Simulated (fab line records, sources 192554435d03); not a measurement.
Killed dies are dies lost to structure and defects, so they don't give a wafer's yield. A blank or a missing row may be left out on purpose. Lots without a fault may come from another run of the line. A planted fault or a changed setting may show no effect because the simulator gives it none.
Which tool did it? | flow n5_finfet | 7 lots, 21 wafers sampled, at 8 steps of a route of 1938

WHAT THE GAUGES READ, wafer by wafer
N5_BEOL_M4_OCD_MEAS_38.
lot  | measured     | on     | trench_depth_nm (nm)
L304 | day 8 16:08  | ocd-02 | 55.6 54.6 54.9
L311 | day 11 00:05 | ocd-01 | 55.3 53.9 56.0
L316 | day 13 03:12 | ocd-01 | 77.6 74.3 55.8
L319 | day 13 11:55 | ocd-02 | 75.3 78.7 54.5
L324 | day 14 05:44 | ocd-01 | 56.1 57.0 56.3
L326 | day 14 17:45 | ocd-02 | 54.7 55.9 55.7
L327 | day 15 21:27 | ocd-02 | 53.8 56.8 56.6

N5_BEOL_M4_THK_MEAS_53: measures by xrf.
lot  | measured     | on            | M4_THK (nm)
L304 | day 8 21:29  | film_metro-01 | 39.9 36.7 38.4
L311 | day 11 05:38 | film_metro-02 | 38.2 35.8 39.2
L316 | day 13 06:54 | film_metro-02 | 62.1 59.1 40.4
L319 | day 13 17:18 | film_metro-02 | 58.6 60.0 37.4
L324 | day 14 10:07 | film_metro-02 | 41.6 41.7 41.8
L326 | day 14 21:24 | film_metro-01 | 38.1 38.2 38.9
L327 | day 16 01:11 | film_metro-01 | 37.3 37.9 40.0

N5_BEOL_M4_RS_MEAS_58: measures by four-point-probe.
lot  | measured     | on            | M4_RS (ohm/sq)
L304 | day 8 21:58  | film_metro-01 | 0.65 0.73 0.69
L311 | day 11 05:56 | film_metro-02 | 0.70 0.76 0.68
L316 | day 13 07:10 | film_metro-02 | 0.38 0.41 0.65
L319 | day 13 17:34 | film_metro-01 | 0.41 0.40 0.72
L324 | day 14 10:23 | film_metro-01 | 0.63 0.62 0.62
L326 | day 14 21:40 | film_metro-02 | 0.69 0.68 0.66
L327 | day 16 01:28 | film_metro-02 | 0.71 0.70 0.65

N5_BEOL_M4_RC_MEAS_101.
lot  | measured     | on        | DIBL_N (mV/V)  | DIBL_P (mV/V)  | IOFF_N (nA/um) | IOFF_P (nA/um) | ION_N (uA/um) | ION_P (uA/um) | SERP_M4 (ohm/um) | SERP_M4_max_site (ohm/um) | SS_N (mV/dec)  | SS_P (mV/dec)  | VT_N (mV)   | VT_P (mV)
L304 | day 8 22:11  | prober-01 | 36.4 35.7 37.5 | 35.6 34.2 36.3 | 0.15 0.14 0.17 | 0.21 0.19 0.22 | 671 664 675   | 461 460 457   | 181 202 185      | 187 214 195               | 70.7 70.1 71.0 | 73.6 73.3 73.7 | 249 251 250 | -249 -251 -250
L311 | day 11 06:08 | prober-01 | 35.6 35.2 37.1 | 33.8 34.4 36.4 | 0.12 0.12 0.16 | 0.16 0.16 0.20 | 663 653 662   | 451 453 452   | 220 218 198      | 238 239 222               | 71.1 70.9 71.8 | 72.4 73.9 73.0 | 253 254 251 | -256 -254 -253
L316 | day 13 07:22 | prober-01 | 38.7 37.5 37.1 | 37.3 35.6 35.4 | 0.17 0.15 0.15 | 0.22 0.19 0.18 | 674 672 659   | 461 454 446   | 119 119 173      | 122 130 189               | 71.9 72.2 71.0 | 74.7 73.6 73.3 | 250 251 256 | -250 -251 -255
L319 | day 13 17:46 | prober-01 | 36.3 35.7 36.9 | 38.5 36.3 38.1 | 0.16 0.16 0.18 | 0.21 0.17 0.20 | 666 666 668   | 458 445 458   | 113 128 209      | 118 136 215               | 71.4 72.0 72.0 | 73.7 73.4 73.8 | 248 249 251 | -253 -258 -256
L324 | day 14 10:26 | prober-02 | 35.0 35.7 36.2 | 34.7 34.8 35.4 | 0.14 0.15 0.14 | 0.19 0.18 0.19 | 672 666 658   | 460 452 449   | 179 179 179      | 196 187 195               | 71.3 72.6 71.9 | 73.9 74.2 73.3 | 254 251 256 | -254 -253 -252
L326 | day 14 21:43 | prober-02 | 33.1 34.7 34.6 | 33.5 35.8 37.0 | 0.11 0.13 0.14 | 0.13 0.16 0.17 | 662 666 665   | 444 443 449   | 178 186 187      | 189 191 194               | 70.6 71.6 71.9 | 72.9 73.6 74.3 | 259 255 252 | -262 -262 -259
L327 | day 16 01:31 | prober-01 | 34.9 34.3 37.0 | 33.6 33.6 36.7 | 0.13 0.12 0.16 | 0.17 0.18 0.24 | 671 653 684   | 460 451 469   | 228 209 202      | 247 217 209               | 71.2 70.9 71.4 | 73.1 73.2 74.6 | 250 254 248 | -252 -253 -246

WHICH TOOL RAN EACH LOT (tool, then ch and the chambers of the sampled wafers, then the start)
lot  | N5_BEOL_M4_ETCH_77                 | N5_BEOL_M4_VIA_ETCH_34             | N5_BEOL_M4_TRENCH_ETCH_37          | N5_BEOL_M4_ETCH_41
L304 | rie_diel-04 ch 0,1, day 8 01:07    | rie_diel-06 ch 0,1,2, day 8 15:53  | rie_diel-06 ch 0,1,2, day 8 15:59  | rie_diel-06 ch 0,1,2, day 8 16:08 or earlier
L311 | rie_diel-04 ch 0,1,2, day 10 09:21 | rie_diel-06 ch 0,1,3, day 10 23:50 | rie_diel-06 ch 0,1,3, day 10 23:56 | rie_diel-06 ch 0,1,3, day 11 00:05 or earlier
L316 | rie_diel-01 ch 0,2, day 12 19:59   | rie_diel-06 ch 0,3, day 13 02:56   | rie_diel-06 ch 0,3, day 13 03:02   | rie_diel-06 ch 0,3, day 13 03:12 or earlier
L319 | rie_diel-01 ch 0,2, day 12 21:02   | rie_diel-06 ch 0,3, day 13 11:40   | rie_diel-06 ch 0,3, day 13 11:46   | rie_diel-06 ch 0,3, day 13 11:55 or earlier
L324 | rie_diel-06 ch 1,3, day 13 14:07   | rie_diel-01 ch 0,3, day 14 05:29   | rie_diel-01 ch 0,3, day 14 05:35   | rie_diel-01 ch 0,3, day 14 05:44 or earlier
L326 | rie_diel-06 ch 0,2, day 13 17:47   | rie_diel-01 ch 0,3, day 14 17:29   | rie_diel-01 ch 0,3, day 14 17:35   | rie_diel-01 ch 0,3, day 14 17:45 or earlier
L327 | rie_diel-01 ch 0,2, day 15 01:09   | rie_diel-01 ch 1,2,3, day 15 21:11 | rie_diel-01 ch 1,2,3, day 15 21:17 | rie_diel-01 ch 1,2,3, day 15 21:27 or earlier
- N5_BEOL_M4_ETCH_77: etches underlayer in N2/H2, target depth 6.5 nm, time 5.2 s.
- N5_BEOL_M4_VIA_ETCH_34: etches the open film in C4F6/O2, target depth 69.4 nm, time 65.9 s.
- N5_BEOL_M4_TRENCH_ETCH_37: etches SiOC in C4F6/O2, target depth 55.555 nm, time 29.2 s.
- N5_BEOL_M4_ETCH_41: etches SiCN in CH3F/O2, target depth 29.9 nm, time 52.5 s.

WHAT THE TOOLS THEMSELVES READ (means of the sampled wafers that have a number; where no wafer has one, the mark that the record gives instead)
N5_BEOL_M4_ETCH_77.
lot  | tool        | drypump_motor_current_A (A) | etch_rf_on_time_s (s) | oes_product_au (a.u.) | rf_vpp_V (V) | showerhead_plenum_p_Torr (Torr) | throttle_valve_pct (%)
L304 | rie_diel-04 | 6.1                         | 5.14                  | 0.74                  | 524.9        | 2.61                            | 17.66
L311 | rie_diel-04 | 6.1                         | 5.16                  | 0.67                  | 523.2        | 2.57                            | 17.85
L316 | rie_diel-01 | 5.9                         | 5.33                  | 0.68                  | 527.2        | 2.68                            | 17.54
L319 | rie_diel-01 | 5.9                         | 5.34                  | 0.67                  | 527.5        | 2.68                            | 17.53
L324 | rie_diel-06 | 5.4                         | 5.17                  | 0.63                  | 523.9        | 2.49                            | 17.86
L326 | rie_diel-06 | 5.3                         | 5.18                  | 0.73                  | 525.9        | 2.57                            | 17.22
L327 | rie_diel-01 | 5.9                         | 5.30                  | 0.67                  | 525.9        | 2.68                            | 17.49

N5_BEOL_M4_VIA_ETCH_34.
lot  | tool        | drypump_motor_current_A (A) | oes_ar_750_au (a.u.) | oes_product_au (a.u.) | rf_vpp_V (V) | showerhead_plenum_p_Torr (Torr) | throttle_valve_pct (%)
L304 | rie_diel-06 | 5.5                         | 0.82                 | 0.82                  | 665          | 2.89                            | 30.4
L311 | rie_diel-06 | 5.2                         | 0.80                 | 0.79                  | 673          | 2.81                            | 30.5
L316 | rie_diel-06 | 5.1                         | 0.80                 | 0.81                  | 675          | 2.81                            | 30.1
L319 | rie_diel-06 | 5.0                         | 0.74                 | 0.74                  | 668          | 2.75                            | 30.4
L324 | rie_diel-01 | 5.7                         | 0.83                 | 0.83                  | 658          | 2.98                            | 30.5
L326 | rie_diel-01 | 5.4                         | 0.82                 | 0.82                  | 651          | 2.93                            | 30.6
L327 | rie_diel-01 | 5.5                         | 0.85                 | 0.84                  | 655          | 2.91                            | 30.5

N5_BEOL_M4_TRENCH_ETCH_37.
lot  | tool        | drypump_motor_current_A (A) | oes_ar_750_au (a.u.) | oes_product_au (a.u.) | rf_vpp_V (V) | showerhead_plenum_p_Torr (Torr) | throttle_valve_pct (%)
L304 | rie_diel-06 | 5.5                         | 0.82                 | 0.82                  | 664          | 2.89                            | 20.6
L311 | rie_diel-06 | 5.3                         | 0.79                 | 0.79                  | 673          | 2.82                            | 20.7
L316 | rie_diel-06 | 5.1                         | 0.80                 | 0.93                  | 676          | 2.81                            | 20.4
L319 | rie_diel-06 | 5.0                         | 0.74                 | 0.87                  | 668          | 2.76                            | 20.7
L324 | rie_diel-01 | 5.7                         | 0.82                 | 0.83                  | 658          | 2.98                            | 20.6
L326 | rie_diel-01 | 5.5                         | 0.82                 | 0.82                  | 651          | 2.93                            | 20.6
L327 | rie_diel-01 | 5.5                         | 0.84                 | 0.84                  | 654          | 2.91                            | 20.6

N5_BEOL_M4_ETCH_41.
lot  | tool        | drypump_motor_current_A (A) | oes_product_au (a.u.) | rf_vpp_V (V) | showerhead_plenum_p_Torr (Torr) | throttle_valve_pct (%)
L304 | rie_diel-06 | 5.4                         | 0.82                  | 298.0        | 2.03                            | 16.1
L311 | rie_diel-06 | 5.2                         | 0.79                  | 296.3        | 1.98                            | 16.1
L316 | rie_diel-06 | 5.1                         | 0.81                  | 296.9        | 1.98                            | 15.9
L319 | rie_diel-06 | 5.0                         | 0.74                  | 295.6        | 1.93                            | 16.2
L324 | rie_diel-01 | 5.7                         | 0.83                  | 299.0        | 2.10                            | 16.0
L326 | rie_diel-01 | 5.5                         | 0.83                  | 299.1        | 2.06                            | 16.1
L327 | rie_diel-01 | 5.5                         | 0.85                  | 298.6        | 2.05                            | 16.1

THE ANSWER, worked out from the rows above alone
Rule: what is usual is taken from the lots themselves. Put in order of their means at a reading, lots are off if they are a third of the lots or fewer, leave a main group of 4 or more, and stand apart from it by a gap of 3 or more times the standard deviation of the main group's means; of several such gaps the widest counts. A main group whose means are all the same, to the digits that the tables above print for the reading, isn't used. A lot without any number at a reading at which 4 lots or more have one is off too. The other lots that the step has rows for count as sound. The gauges are gone through in route order, then the tools' own readings, and for those a lot's mean is taken as printed above. The first step at which some lot is off is used, and at that step the reading that is off furthest; a lot without a number counts as furthest.
Off: L316, L319, at N5_BEOL_M4_OCD_MEAS_38 (trench_depth_nm). The main group: mean 55.5 nm, standard deviation 0.53.
A tool fits if, at a process step before that reading, it ran every lot that is off, and no sound lot after the first of them. The gauges at N5_BEOL_M4_OCD_MEAS_38 aren't tried: what is off there is off at N5_BEOL_M4_THK_MEAS_53 too, on other tools, and a gauge's error can't cause that. N5_BEOL_M4_ETCH_41 gives no start for some lots, so the hours and the order of its lots are those of N5_BEOL_M4_OCD_MEAS_38. One fits: rie_diel-06 at N5_BEOL_M4_VIA_ETCH_34 and N5_BEOL_M4_TRENCH_ETCH_37 and N5_BEOL_M4_ETCH_41. At N5_BEOL_M4_VIA_ETCH_34 its last sound lot is L311 (day 10 23:50), its first lot that is off L316 (day 13 02:56): a fault that began between those two fits.

WHAT THE SIMULATOR HAD PUT IN
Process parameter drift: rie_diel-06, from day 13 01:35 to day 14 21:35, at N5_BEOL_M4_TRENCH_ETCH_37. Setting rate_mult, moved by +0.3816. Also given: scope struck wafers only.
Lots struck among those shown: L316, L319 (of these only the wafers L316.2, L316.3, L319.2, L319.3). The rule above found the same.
